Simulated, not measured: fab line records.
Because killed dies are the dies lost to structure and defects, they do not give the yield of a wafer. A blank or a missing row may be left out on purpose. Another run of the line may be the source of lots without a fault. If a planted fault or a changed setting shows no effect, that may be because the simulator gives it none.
fab line records + flow n5Finfet
record:
- lots: 5
- wafers: 15
- lastDay: 18
route steps=1938 shown DUMMY_REMOVAL@377 HKMG_FIN@385 BEOL_M4@1111 PASSIVATION@1936
lots untouched by any fault: they come from a run of this same line in which no faults occurred
startH: the number of hours between the record's first day and the start of the first shown wafer of the lot + waitH: time in hours since the lot's previous step + " as in the row above + L1.1+2: several wafers, shown together as one row + - no value, or no start given + * or withheld: withheld + < > ~ a bound
route shown NAME@n: names a module that has steps shown in the file, with the first one's number in the route + usual: mean and standard deviation over wafers with no fault + same: alike in all rows + chamber/n: place in a boat + sites: each site's reading + _std_site: standard deviation across them + _edge_site: the outer-site mean with the inner-site mean subtracted + radiusMm: how far each site lies from the wafer's centre + mask NAME#n: copy n + behind: the tool/chamber that last shaped the wafer + hold: reason for holding the lot/hours on hold/outcome of the hold + device: whichever transistor did not switch (one of n, p or np) + end of line: the route-end tests of the same wafers + where a step has no rows: the recipe by itself + killed: dies lost to structure and defects at the first sort, not the wafer's yield + map: a wafer's dies, x killed, . not, _ none there
set.NAME: the setting as run; set.NAME@STEP: as run at that earlier step + model.NAME: the simulator's own value behind a step, which no gauge read
a table for each step, a row for each wafer; lots at some steps of the route
services: the hour from which a tool's chamber was out of use, counted from the record's first day as startH (under 0 if before that day), plus the number of hours and why
== steps ==
step: N5_DUMMY_REMOVAL_HM_STRIP_01
recipe:
- chemistry: CH3F/O2
- material: SiNx
- targetDepthA: 40
- stopOn: poly-Si
- timeS: 6.8
- overEtchFrac: 0.3
- ionEnergyEv: 60
- powerW: 410
- biasW: 29
- Ar_flow_sccm: 150
- CH3F_flow_sccm: 30
- O2_flow_sccm: 20
step: N5_DUMMY_REMOVAL_STRIP_10
recipe:
- chemistry: N2/H2
- timeS: 40
- powerW: 100
- tempC: 40
- pressureMtorr: 100
- rfFrequencyHz: 6e+07
- biasPowerW: 3
- n2FlowSccm: 300
- h2FlowSccm: 300
step: N5_DUMMY_REMOVAL_PRECLEAN_07
recipe:
- chemistry: dHF
- timeS: 30
- tempC: 25
- dilution: withheld
step: N5_DUMMY_REMOVAL_DUMMY_REMOVE_02
recipe:
- chemistry: TMAH
- tempC: 70
- target: poly-Si
- stopOn: SiO2
- targetDepthNm: 142
- concWtPct: 5
- timeS: 57
- dry: ipaMarangoni
- rinseTimeS: 30
- rinseTempC: 23
step: N5_DUMMY_REMOVAL_PRECLEAN_08
recipe:
- chemistry: NF3:NH3
- afsCycles: 2
- tempC: 30
- timeS: 20
- sublimationTempC: 180
- sublimationTimeS: 60
- pressureTorr: 3
- rfPowerW: 30
step: N5_DUMMY_REMOVAL_PRECLEAN_04
recipe:
- chemistry: DHF
- timeS: 37
- tempC: 25
- dilution: 500:1
step: N5_DUMMY_REMOVAL_SRD_05
recipe:
- dry: ipaMarangoni
- doPpb: 5
- timeS: 30
- tempC: 23
- rinseLiquid: diw
step: N5_HKMG_FIN_IL_REGROW_00
recipe:
- material: SiO2
- targetThkA: 7.5
- chemistry: O3
- tempC: withheld
- timeS: 30
step: N5_HKMG_FIN_HK_ALD_01
recipe:
- material: HfO2
- targetThkA: 16
- tempC: withheld
- aldPrecursorFamily: HfCl4
- aldCoReactant: H2O
- pulseTimeS: 3
- purgeTimeS: 3
- coReactantPurgeTimeS: 2.5
- coReactantPulseTimeS: 0.3
- aldCycles: 30
step: N5_HKMG_FIN_HK_ANNEAL_02
recipe:
- tempC: 700
- timeS: 30
- ambient: N2
- idleTempC: 600
- rampUpCPerS: 150
- rampDownCPerS: 60
- coolToC: 600
step: N5_HKMG_FIN_ALD_74
recipe:
- material: La2O3
- targetThkA: 5
- tempC: 250
- aldPrecursorFamily: La-Cp
- aldCoReactant: O3
- pulseTimeS: 6
- coReactantPulseTimeS: 1
- purgeTimeS: 3
- coReactantPurgeTimeS: 3
step: N5_HKMG_FIN_ALD_75
recipe:
- material: Al2O3
- targetThkA: 10
- tempC: 150
- aldPrecursorFamily: TMA
- aldCoReactant: H2O
- pulseTimeS: withheld
- coReactantPulseTimeS: 1
usual:
- heaterPowerOuterW: 81/9.7
- heaterPowerW: 158/21
- precursorPulseHeightRel: 1.002/0.023
| lot.wafer | tool     | chamber | startH | waitH | heaterPowerOuterW | heaterPowerW | precursorPulseHeightRel |
|-----------|----------|---------|--------|-------|-------------------|--------------|-------------------------|
| L236.3    | aldHk-01 | 1       | 148.78 | 0.0   | -                 | -            | -                       |
| L236.5    | "        | 3       | "      | "     | -                 | -            | -                       |
| L236.6    | "        | 2       | "      | "     | -                 | -            | -                       |
| L237.3    | aldHk-03 | 2       | 153.08 | 0.0   | -                 | -            | -                       |
| L237.4    | "        | 3       | "      | "     | -                 | -            | -                       |
| L237.5    | "        | 3       | "      | "     | -                 | -            | -                       |
| L238.1    | aldHk-02 | 2       | 157.13 | 0.0   | -                 | -            | -                       |
| L238.3    | "        | 0       | "      | "     | -                 | -            | -                       |
| L238.4    | "        | 3       | "      | "     | -                 | -            | -                       |
| L241.2    | aldHk-03 | 3       | 175.11 | 0.0   | 91                | 205          | 0.957                   |
| L241.5    | "        | 3       | "      | "     | 92                | 198          | 1.004                   |
| L241.6    | "        | 0       | "      | "     | 94                | 172          | 1.029                   |
| L247.1    | aldHk-03 | 3       | 209.06 | 0.1   | 93                | 194          | 0.982                   |
| L247.2    | "        | 0       | "      | "     | 93                | 170          | 1.008                   |
| L247.3    | "        | 2       | "      | "     | 74                | 146          | 0.997                   |
step: N5_HKMG_FIN_COAT_41
recipe:
- resist: SOC
- tempC: 250
- timeS: 60
- spinRpm: 1500
- resistThkNm: 300
step: N5_HKMG_FIN_COAT_42
recipe:
- resist: SiARC
- tempC: 220
- timeS: 60
- spinRpm: 1500
- resistThkNm: 35
step: N5_HKMG_FIN_COAT_43
recipe:
- resist: CAR-ArF
- spinRpm: 1500
- resistThkNm: 90
step: N5_HKMG_FIN_EBR_45
recipe:
- solvent: PGMEA
- ebrWidthMm: 1.5
step: N5_HKMG_FIN_SOFTBAKE_44
recipe:
- tempC: 110
- timeS: 60
- resist: CAR-ArF
step: N5_HKMG_FIN_EXPOSE_46
recipe:
- maskId: NDIPOLE
- na: 1.35
- sourceShape: conventional
- sigmaOuter: 0.8
- polarization: unpolarized
- doseMj: 40
step: N5_HKMG_FIN_PEB_47
recipe:
- pebTempC: withheld
- pebTimeS: 60
- resist: CAR-ArF
step: N5_HKMG_FIN_DEVELOP_48
recipe:
- developTimeS: 30
- developer: TMAH
- resist: CAR-ArF
- rinseLiquid: diw
- dry: airSpin
- devTempC: 23
step: N5_HKMG_FIN_DESCUM_53
recipe:
- chemistry: O2
- timeS: 7.9
- sourcePowerW: 50
- biasPowerW: 20
- pressureMtorr: 20
- rfFrequencyHz: 2.712e+07
- tempC: 40
- resist: CAR-ArF
- o2FlowSccm: 225
step: N5_HKMG_FIN_ETCH_54
recipe:
- chemistry: CF4
- target: SiARC
- targetDepthA: 455
- maskMaterial: CAR-ArF
- timeS: 75.8
- ionEnergyEv: 80
- pressureMtorr: 40
- sourceW: 545
- biasW: 36
- Ar_flow_sccm: 100
- cf4FlowSccm: 100
- ends: cleared
step: N5_HKMG_FIN_ETCH_55
recipe:
- chemistry: N2/H2
- target: SOC
- targetDepthA: 2400
- tempC: 40
- timeS: 300
- ionEnergyEv: 200
- maskMaterial: SiARC
- pressureMtorr: 30
- sourceW: 840
- biasW: 150
- n2FlowSccm: 200
- h2FlowSccm: 200
step: N5_HKMG_FIN_STRIP_56
recipe:
- chemistry: N2/H2
- tempC: 40
- n2FlowSccm: 200
- h2FlowSccm: 200
- rfFrequencyHz: 6e+07
step: N5_HKMG_FIN_STRIP_57
recipe:
- chemistry: CF4
- resist: SiARC
- powerW: 300
- biasPowerW: 75
- pressureMtorr: 50
- cf4FlowSccm: 150
- rfFrequencyHz: 6e+07
step: N5_HKMG_FIN_ETCH_58
recipe:
- chemistry: N2/H2
- target: SOC
- targetDepthA: 2158
- ionEnergyEv: 50
- biasW: 13
- timeS: 741
- pressureMtorr: 30
- sourceW: 875
- n2FlowSccm: 200
- h2FlowSccm: 200
step: N5_HKMG_FIN_STRIP_93
recipe:
- chemistry: N2/H2
- material: SOC
- timeS: 20
- powerW: 500
- tempC: 40
- pressureMtorr: 50
- rfFrequencyHz: 6e+07
- biasPowerW: 8
- h2Frac: 0.5
- n2FlowSccm: 300
- h2FlowSccm: 300
step: N5_HKMG_FIN_WET_ETCH_76
recipe:
- chemistry: dNH4OH
- mix: 1:50
- tempC: 25
- target: Al2O3
- stopOn: La2O3
- targetDepthNm: 2.25
- dry: ipaMarangoni
- rinseTimeS: 30
- rinseTempC: 23
step: N5_HKMG_FIN_STRIP_60
recipe:
- chemistry: N2/H2
- powerW: 2500
- tempC: 300
- h2Frac: 0.65
- timeS: 360
- pressureMtorr: withheld
- n2FlowSccm: 1750
- h2FlowSccm: 3250
step: N5_HKMG_FIN_WET_ETCH_77
recipe:
- chemistry: dHCl
- mix: 1:10000
- tempC: 25
- target: La2O3
- stopOn: HfO2
- targetDepthNm: 2
step: N5_HKMG_FIN_WET_ETCH_78
recipe:
- chemistry: dNH4OH
- mix: 1:50
- tempC: 25
- target: Al2O3
- stopOn: La2O3
- targetDepthNm: 4.5
- dry: ipaMarangoni
- rinseTimeS: 30
- rinseTempC: 23
step: N5_HKMG_FIN_ALD_79
recipe:
- material: TiN
- targetThkA: 15
- tempC: 400
- aldPrecursorFamily: TiCl4
- aldCoReactant: NH3
- pulseTimeS: 1
- purgeTimeS: 3
- coReactantPurgeTimeS: 2
- coReactantPulseTimeS: 2
- aldCycles: 68
- pressureTorr: 3
step: N5_HKMG_FIN_CVD_62
recipe:
- material: a-Si
- targetThkA: 30
- tempC: 500
- precursor: Si2H6
- pressureTorr: 1
- timeS: 20.8
step: N5_HKMG_FIN_RTA_80
recipe:
- tempC: withheld
- timeS: 2
- ambient: N2
- idleTempC: 600
- rampUpCPerS: 150
- rampDownCPerS: 60
- coolToC: 600
step: N5_HKMG_FIN_PRECLEAN_64
recipe:
- chemistry: dHF
- timeS: 30
- tempC: 25
- dilution: withheld
step: N5_HKMG_FIN_WET_ETCH_65
recipe:
- chemistry: TMAH
- tempC: 70
- concWtPct: 5
- target: a-Si
- stopOn: TiN
- timeS: 49
- targetDepthNm: 3
step: N5_HKMG_FIN_WET_ETCH_81
recipe:
- chemistry: SC1
- target: TiN
- stopOn: HfO2
- mix: 1:1:5
- tempC: 60
- timeS: 57
- targetDepthNm: 6
step: N5_HKMG_FIN_WET_ETCH_82
recipe:
- chemistry: dHCl
- mix: 1:10000
- tempC: 25
- target: La2O3
- stopOn: HfO2
- targetDepthNm: 2
- dry: ipaMarangoni
- rinseTimeS: 30
- rinseTempC: 23
step: N5_BEOL_M4_RC_MEAS_101
usual:
- DIBL_N: 36.9/1.7
- DIBL_P: 36.7/2.1
- IOFF_N: 0.17/0.032
- IOFF_P: 0.22/0.036
- IOFF_P_85C: 3.8/0.52
- IOFF_P_LIN: 0.102/0.013
- IOFF_P_LONG: 0.000106/1.1e-05
- ION_N: 674/12
- ION_P: 461/7
- SS_N: 71.7/0.6
- SS_P: 73.4/0.67
- VT_N: 249/3.1
- VT_N_LVT: 98/3.1
- VT_P: -250/3.2
- VT_P_LONG: -275/3.4
| lot.wafer | tool      | chamber | startH | waitH | DIBL_N[mV/V] | DIBL_P[mV/V] | IOFF_N[nA/um] | IOFF_P[nA/um] | IOFF_P_85C[nA/um] | IOFF_P_LIN[nA/um] | IOFF_P_LONG[nA/um] | ION_N[uA/um] | ION_P[uA/um] | SS_N[mV/dec] | SS_P[mV/dec] | VT_N[mV] | VT_N_LVT[mV] | VT_P[mV] | VT_P_LONG[mV] |
|-----------|-----------|---------|--------|-------|--------------|--------------|---------------|---------------|-------------------|-------------------|--------------------|--------------|--------------|--------------|--------------|----------|--------------|----------|---------------|
| L236.3    | prober-01 | 0       | 241.18 | 0.3   | 35.9         | 36.3         | 0.16          | 47.57         | 347.7             | 22.358            | 0.021222           | 668          | 660          | 71.4         | 73.7         | 249      | 247          | -96      | -121          |
| L236.5    | "         | 0       | "      | "     | 34.6         | 35.9         | 0.14          | 43.47         | 320.9             | 20.965            | 0.021306           | 665          | 659          | 71.1         | 72.9         | 250      | 254          | -97      | -122          |
| L236.6    | "         | 0       | "      | "     | 38.3         | 38.8         | 0.20          | 53.76         | 380.4             | 24.235            | 0.021123           | 690          | 673          | 72.5         | 73.7         | 246      | 247          | -95      | -121          |
| L238.1    | prober-01 | 0       | 249.71 | 0.0   | 37.9         | 38.3         | 0.20          | 54.53         | 376.8             | 23.221            | 0.019495           | 681          | 663          | 71.8         | 73.7         | 247      | 245          | -96      | -124          |
| L238.3    | "         | 0       | "      | "     | 37.7         | 37.7         | 0.20          | 53.41         | 370.6             | 22.927            | 0.019376           | 686          | 666          | 72.0         | 74.1         | 247      | 248          | -95      | -125          |
| L238.4    | "         | 0       | "      | "     | 37.2         | 37.0         | 0.18          | 49.26         | 347.6             | 21.612            | 0.01943            | 681          | 663          | 70.8         | 73.4         | 248      | 247          | -96      | -125          |
| L237.3    | prober-02 | 0       | 249.97 | 0.3   | 36.7         | 36.2         | 0.15          | 36.91         | 276.7             | 17.353            | 0.017826           | 676          | 650          | 71.7         | 72.7         | 249      | 250          | -103     | -126          |
| L237.4    | "         | 0       | "      | "     | 37.2         | 37.6         | 0.16          | 39.86         | 293.3             | 18.197            | 0.017909           | 674          | 646          | 72.1         | 74.0         | 248      | 249          | -102     | -127          |
| L237.5    | "         | 0       | "      | "     | 37.8         | 38.5         | 0.19          | 44.93         | 322.4             | 20.142            | 0.017738           | 682          | 651          | 71.6         | 73.5         | 246      | 247          | -100     | -127          |
| L241.2    | prober-02 | 0       | 271.08 | 0.2   | 35.3         | 34.8         | 0.14          | 0.19          | 3.4               | 0.093             | 0.000108           | 665          | 458          | 70.8         | 73.2         | 250      | 100          | -250     | -273          |
| L241.5    | "         | 0       | "      | "     | 36.7         | 36.5         | 0.16          | 0.22          | 3.7               | 0.101             | 0.000111           | 675          | 468          | 71.8         | 73.4         | 249      | 99           | -251     | -276          |
| L241.6    | "         | 0       | "      | "     | 36.5         | 36.3         | 0.16          | 0.21          | 3.6               | 0.099             | 0.00011            | 666          | 462          | 71.2         | 73.2         | 251      | 98           | -251     | -276          |
| L247.1    | prober-01 | 0       | 311.87 | 0.0   | 38.3         | 38.6         | 0.16          | 0.23          | 4.1               | 0.108             | 0.000109           | 664          | 460          | 71.9         | 73.7         | 253      | 98           | -250     | -276          |
| L247.2    | "         | 0       | "      | "     | 39.1         | 38.7         | 0.19          | 0.25          | 4.4               | 0.116             | 0.000103           | 687          | 477          | 72.6         | 73.6         | 248      | 97           | -248     | -274          |
| L247.3    | "         | 0       | "      | "     | 38.0         | 37.7         | 0.15          | 0.22          | 4.0               | 0.104             | 0.000105           | 659          | 457          | 71.8         | 73.3         | 252      | 101          | -251     | -274          |
step: N5_PASSIVATION_PROBE_49
usual:
- defectLimitedYield: 91.7/1.5
- killed_at_M0_to_M3: 32/9.6
- killed_at_M4_up: 13/5.3
- killedAtContacts: 12/6.8
- killedAtFrontEnd: 36/9.8
- killedAtOther: 4/3.1
- killedDies: 98/17
- killedOpen: 65/13
- killedShort: 32/8.5
- sort_bin_4_leakage: 0.00/0.007
- sort_bin_5_function: 4.9/0.93
- sort_bin_6_memory: 3.2/0.67
- sortNPass: 1082/17
- sortYieldPct: 91.7/1.4
same:
- grossDies: 1180
- killedAtBackSide: 0
- sort_bin_8_speed[%]: 0
| lot.wafer | tool      | chamber | startH | waitH | defectLimitedYield[%] | killed_at_M0_to_M3 | killed_at_M4_up | killedAtContacts | killedAtFrontEnd | killedAtOther | killedDies | killedOpen | killedShort | sort_bin_4_leakage[%] | sort_bin_5_function[%] | sort_bin_6_memory[%] | sortNPass | sortYieldPct[%] |
|-----------|-----------|---------|--------|-------|-----------------------|--------------------|-----------------|------------------|------------------|---------------|------------|------------|-------------|-----------------------|------------------------|----------------------|-----------|-----------------|
| L238.1    | prober-01 | -       | 346.13 | 0.0   | 92.0                  | 33                 | 12              | 6                | 40               | 3             | 94         | 54         | 40          | 92.03                 | 4.4                    | 3.2                  | 0         | 0               |
| L238.3    | prober-01 | -       | 346.23 | 0.1   | 90.8                  | 29                 | 14              | 8                | 51               | 6             | 108        | 62         | 45          | 90.85                 | 4.5                    | 4.4                  | 0         | 0               |
| L238.4    | prober-01 | -       | 346.28 | 0.2   | 95.4                  | 11                 | 12              | 13               | 16               | 2             | 54         | 37         | 17          | 95.42                 | 2.5                    | 2.0                  | 0         | 0               |
| L237.3    | prober-02 | -       | 351.48 | 0.1   | 90.5                  | 45                 | 18              | 4                | 42               | 3             | 112        | 69         | 42          | 90.51                 | 6.0                    | 2.9                  | 0         | 0               |
| L237.4    | prober-02 | -       | 351.53 | 0.2   | 92.1                  | 39                 | 18              | 5                | 29               | 2             | 93         | 65         | 24          | 92.12                 | 5.1                    | 2.6                  | 0         | 0               |
| L237.5    | prober-02 | -       | 351.58 | 0.2   | 90.0                  | 43                 | 22              | 6                | 39               | 8             | 118        | 75         | 41          | 90.00                 | 5.7                    | 3.8                  | 0         | 0               |
| L236.3    | prober-02 | -       | 361.40 | 1.3   | 92.0                  | 35                 | 13              | 14               | 23               | 9             | 94         | 63         | 30          | 92.03                 | 4.9                    | 2.8                  | 0         | 0               |
| L236.5    | prober-02 | -       | 361.50 | 1.4   | 92.9                  | 22                 | 7               | 10               | 43               | 2             | 84         | 59         | 24          | 92.88                 | 4.2                    | 2.5                  | 0         | 0               |
| L236.6    | prober-02 | -       | 361.55 | 1.5   | 95.3                  | 14                 | 4               | 11               | 25               | 1             | 55         | 37         | 18          | 95.34                 | 3.1                    | 1.4                  | 0         | 0               |
| L241.2    | prober-01 | -       | 374.49 | 0.1   | 91.3                  | 33                 | 21              | 9                | 40               | 0             | 103        | 64         | 36          | 0                     | 4.8                    | 3.3                  | 1077      | 91.3            |
| L241.5    | prober-01 | -       | 374.64 | 0.2   | 89.2                  | 61                 | 10              | 10               | 44               | 2             | 127        | 71         | 47          | 0                     | 5.6                    | 4.3                  | 1053      | 89.2            |
| L241.6    | prober-01 | -       | 374.69 | 0.3   | 92.2                  | 26                 | 12              | 13               | 39               | 2             | 92         | 50         | 40          | 0                     | 4.3                    | 3.1                  | 1088      | 92.2            |
killed by level:class
L238.1 STI_FIN_REVEAL:geometricParticle:open=12 BEOL_M0_SAQP:geometricParticle:open=11 BEOL_M0_SAQP:geometricParticle:short=9 BEOL_M3:geometricParticle:open=7 BEOL_M4:geometricParticle:open=7 FIN_SAQP:geometricParticle:short=5 MOL_CONTACT_COAG:geometricParticle:open=5 STARTING-WAFER:geometricParticle:short=5
L238.3 STI_FIN_REVEAL:geometricParticle:open=14 FIN_SAQP:geometricParticle:short=10 FIN_SAQP:geometricParticle:open=8 BEOL_M0_SAQP:geometricParticle:short=8 BEOL_M2:geometricParticle:open=7 BEOL_M4:geometricParticle:open=7 MOL_CONTACT_COAG:geometricParticle:open=5 BEOL_M1:geometricParticle:short=5
L238.4 MOL_CONTACT_COAG:geometricParticle:open=10 BEOL_M4:geometricParticle:open=6 MOL_CONTACT_COAG:geometricParticle:short=3 BEOL_M0_SAQP:geometricParticle:open=3 BEOL_M2:geometricParticle:open=3 FIN_SAQP:geometricParticle:open=2 STI_FIN_REVEAL:geometricParticle:open=2 ILD0:geometricParticle:short=2
L237.3 BEOL_M0_SAQP:geometricParticle:open=15 BEOL_M0_SAQP:geometricParticle:short=13 STI_FIN_REVEAL:geometricParticle:open=12 FIN_SAQP:geometricParticle:short=10 FIN_SAQP:geometricParticle:open=6 BEOL_M1:geometricParticle:open=6 BEOL_M4:geometricParticle:open=6 BEOL_M8:geometricParticle:open=6
L237.4 BEOL_M0_SAQP:geometricParticle:open=12 FIN_SAQP:geometricParticle:open=11 BEOL_M4:geometricParticle:open=10 FIN_SAQP:geometricParticle:short=9 BEOL_M0_SAQP:geometricParticle:short=6 BEOL_M3:geometricParticle:open=6 MOL_CONTACT_COAG:geometricParticle:open=5 BEOL_M2:geometricParticle:open=5
L237.5 STI_FIN_REVEAL:geometricParticle:open=15 BEOL_M0_SAQP:geometricParticle:short=10 BEOL_M4:geometricParticle:open=8 BEOL_M2:geometricParticle:open=6 BEOL_M0_SAQP:geometricParticle:open=6 BEOL_M1:geometricParticle:open=6 BEOL_M3:geometricParticle:open=6 FIN_SAQP:geometricParticle:short=5
L236.3 MOL_CONTACT_COAG:geometricParticle:open=12 BEOL_M2:geometricParticle:open=11 BEOL_M1:geometricParticle:open=6 BEOL_M4:geometricParticle:open=5 STI_FIN_REVEAL:geometricParticle:open=4 BEOL_M0_SAQP:geometricParticle:open=4 BEOL_M2:geometricParticle:short=4 BEOL_M3:geometricParticle:open=4
L236.5 STI_FIN_REVEAL:geometricParticle:open=17 BEOL_M1:geometricParticle:open=7 MOL_CONTACT_COAG:geometricParticle:open=6 BEOL_M2:geometricParticle:open=6 FIN_SAQP:geometricParticle:short=4 MOL_CONTACT_COAG:geometricParticle:short=4 STARTING-WAFER:geometricParticle:open=4 ILD0:geometricParticle:open=3
L236.6 STI_FIN_REVEAL:geometricParticle:open=8 MOL_CONTACT_COAG:geometricParticle:open=6 FIN_SAQP:geometricParticle:short=5 FIN_SAQP:geometricParticle:open=5 MOL_CONTACT_COAG:geometricParticle:short=5 BEOL_M0:geometricParticle:open=4 BEOL_M2:geometricParticle:open=3 DUMMY_GATE:geometricParticle:open=2
L241.2 BEOL_M4:geometricParticle:open=9 MOL_CONTACT_COAG:geometricParticle:open=8 STI_FIN_REVEAL:geometricParticle:open=7 BEOL_M0_SAQP:geometricParticle:short=7 BEOL_M3:geometricParticle:open=7 BEOL_M1:geometricParticle:open=6 ILD0:geometricParticle:open=5 BEOL_M0_SAQP:geometricParticle:open=5
L241.5 BEOL_M0_SAQP:geometricParticle:open=20 BEOL_M0_SAQP:geometricParticle:short=17 BEOL_M2:geometricParticle:open=8 FIN_SAQP:geometricParticle:short=6 STI_FIN_REVEAL:geometricParticle:open=6 GATE_CUT:geometricParticle:short=5 BEOL_M1:geometricParticle:open=5 HKMG_FIN:areaEtch=5
L241.6 FIN_SAQP:geometricParticle:open=11 MOL_CONTACT_COAG:geometricParticle:open=11 FIN_SAQP:geometricParticle:short=8 BEOL_M0_SAQP:geometricParticle:short=7 BEOL_M0:geometricParticle:short=6 STI_FIN_REVEAL:geometricParticle:open=5 BEOL_M0_SAQP:geometricParticle:open=4 BEOL_M4:geometricParticle:open=4
map L236.3 (x killed, . not)
_________________...x...x....________________
______________.................._____________
___________x....................x..__________
__________.....................x...._________
________....x......x.................._______
_______..............x..x...........x..______
______....x..................x.........._____
_____..x.................................____
____........x....x.............x.....x....___
___...........................x............__
___..x...........x..x....x........xx.......__
__x......x.........x.....................x.._
__........x....x...x..x......x......x......x_
_x.x...........x....................x...x....
_............x........x......x......x........
_.............x.x...........x....x...........
_.............x........x....x.........xx.x...
_..xx........x...x...........................
_.x..x.....x..............x...........x......
_.......................................x....
_..........................x.................
__.x..................................x.x..._
__................xx.x......................_
___.......x.....x.....................x..x.__
___........x.x..........................x..__
____.............x.......................x___
_____...............x........x...........____
______x........x......x.......x........._____
_______....x......................x....______
________.......x.....x.....x.....x...._______
__________.........................._________
___________...........x............__________
______________.......x.........._____________
_________________............________________
map L237.5 (x killed, . not)
_________________............________________
______________.................._____________
___________........................__________
__________.....xx..........x........_________
________....x.......................x._______
_______..x..................x..........______
______.x.....x.x...............x.....x.._____
_____...x...........x..x..............x..____
____...x........x.....x...................___
___..........x............x................__
___x..xx.x...............x......x........xx__
__.....x.......x..........x........xx......._
__.x.x...........................x.........x_
_.....x.x..x.....xx..x...............x.......
_...x.......x.x...............x...x....x.....
_................x.....x.....................
_.............x.....x........x.x..x..........
_..................x.......................x.
_................x..x.....xx...............x.
_..................................x.........
_....x......................x...x............
__................x..x.............x........_
__....................x..x..x..............._
___.....x.x.....x.......x..........x.......__
___........x.x..x.....x..............x...x.__
____........x.....................x.xxx...___
_____..........x....x.............xx.....____
______.........x..........xx.....xx.x..._____
_______.x..................x...........______
________...x...........x.........x...._______
__________...........x....x......x.x_________
___________...x...................x__________
______________.x.............x.x_____________
_________________...x...x.x..________________
== services ==
| tool     | chamber | startH | hours | kind   |
|----------|---------|--------|-------|--------|
| aldHk-02 | -       | 159.75 | 0.7   | repair |
== key ==
firstSign:
- step: N5_HKMG_FIN_ALD_75
- reading: toolRecord
- direction: missing
effect:
- step: N5_BEOL_M4_RC_MEAS_101
- reading: IOFF_P_LONG
- direction: up
- sigmas: 99+
- usual: 0.000106
- struck: 0.019492
effect:
- step: N5_BEOL_M4_RC_MEAS_101
- reading: IOFF_P_LIN
- direction: up
- sigmas: 99+
- usual: 0.102
- struck: 21.223
effect:
- step: N5_BEOL_M4_RC_MEAS_101
- reading: IOFF_P
- direction: up
- sigmas: 99+
- usual: 0.22
- struck: 47.08
effect:
- step: N5_BEOL_M4_RC_MEAS_101
- reading: IOFF_P_85C
- direction: up
- sigmas: 99+
- usual: 3.8
- struck: 337.4
effect:
- step: N5_BEOL_M4_RC_MEAS_101
- reading: VT_N_LVT
- direction: up
- sigmas: 49
- usual: 98
- struck: 248
effect:
- step: N5_BEOL_M4_RC_MEAS_101
- reading: VT_P
- direction: up
- sigmas: 48
- usual: -250
- struck: -98
effect:
- step: N5_BEOL_M4_RC_MEAS_101
- reading: VT_P_LONG
- direction: up
- sigmas: 45
- usual: -275
- struck: -124
effect:
- step: N5_BEOL_M4_RC_MEAS_101
- reading: ION_P
- direction: up
- sigmas: 28
- usual: 461
- struck: 659
effect:
- step: N5_PASSIVATION_PROBE_49
- reading: sort_bin_4_leakage
- direction: up
- sigmas: 99+
- usual: 0.00
- struck: 92.35
metAt N5_HKMG_FIN_ALD_75
struckWafers L236.3,L236.5,L236.6,L237.3,L237.4,L237.5,L238.1,L238.3,L238.4
fault:
- kind: skippedStepWhole
- tool: aldHk-01,aldHk-02,aldHk-03
- chamber: -
- onsetH: 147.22
- steps: N5_HKMG_FIN_ALD_75
- scope: struckLotsOnly
